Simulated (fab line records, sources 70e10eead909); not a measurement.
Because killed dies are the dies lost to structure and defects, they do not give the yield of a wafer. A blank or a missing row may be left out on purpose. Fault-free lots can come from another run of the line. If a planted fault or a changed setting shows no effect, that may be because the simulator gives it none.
Chamber matching ; flow nandHarc ; NHARC_A_BONDPAD_CMP_29 on cmp-04 has 4 sister chambers
The step polishes SiCN, target thk 200 nm. 14 wafers are shown with their chamber, then 7 later ones without.

## WAFERS WITH THEIR CHAMBER
wafer;chamber;motorCurrentA (A);slurryFilterDpKPa (kPa)
L932.3;3;10.8;13.67
L932.4;1;13.2;13.41
L932.5;2;13.4;13.50
L935.1;0;11.9;13.38
L935.3;1;13.2;13.68
L935.5;2;12.7;13.54
L934.3;0;12.2;13.67
L934.5;3;10.3;13.22
L934.6;2;12.5;13.46
L941.1;2;13.1;13.28
L941.3;3;10.6;13.40
L941.6;0;11.9;13.37
L938.4;1;12.9;13.43
L938.5;0;11.3;13.83

SIGNATURES (means of the wafers above)
reading;chamber 0;chamber 1;chamber 2;chamber 3;scatter within a chamber
motorCurrentA;11.825;13.100;12.925;10.567;0.332
slurryFilterDpKPa;13.5625;13.5067;13.4450;13.4300;0.185
Rule: a wafer lies at a distance from a chamber equal to the root of the sum of squares, over the readings, of (its reading less the chamber's mean, divided by the reading's scatter). If the next closest chamber is less than 2 further off than the closest, the wafer can't be placed; otherwise it belongs to the closest. The scatter: the root of (the sum of the squares of (reading less its chamber's mean) over the shown wafers, divided by (wafers less chambers)).

## WAFERS WHOSE CHAMBER IS MISSING
wafer;motorCurrentA (A);slurryFilterDpKPa (kPa)
L938.6;13.3;13.30
L942.3;11.9;13.64
L942.4;12.8;13.48
L942.6;12.5;13.48
L954.1;10.5;13.64
L954.2;13.3;13.53
L954.6;13.3;13.59

## WHICH CHAMBER EACH WENT THROUGH
wafer;from the rows above;in truth
L938.6;can't be placed: 1 or 2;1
L942.3;0;0
L942.4;can't be placed: 2 or 1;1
L942.6;can't be placed: 2 or 1 or 0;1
L954.1;3;3
L954.2;can't be placed: 1 or 2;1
L954.6;can't be placed: 1 or 2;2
2 of 7 placed correctly. Can't be placed from these rows: 5 (the true chamber is among the candidates in 5). 0 placed wrongly.
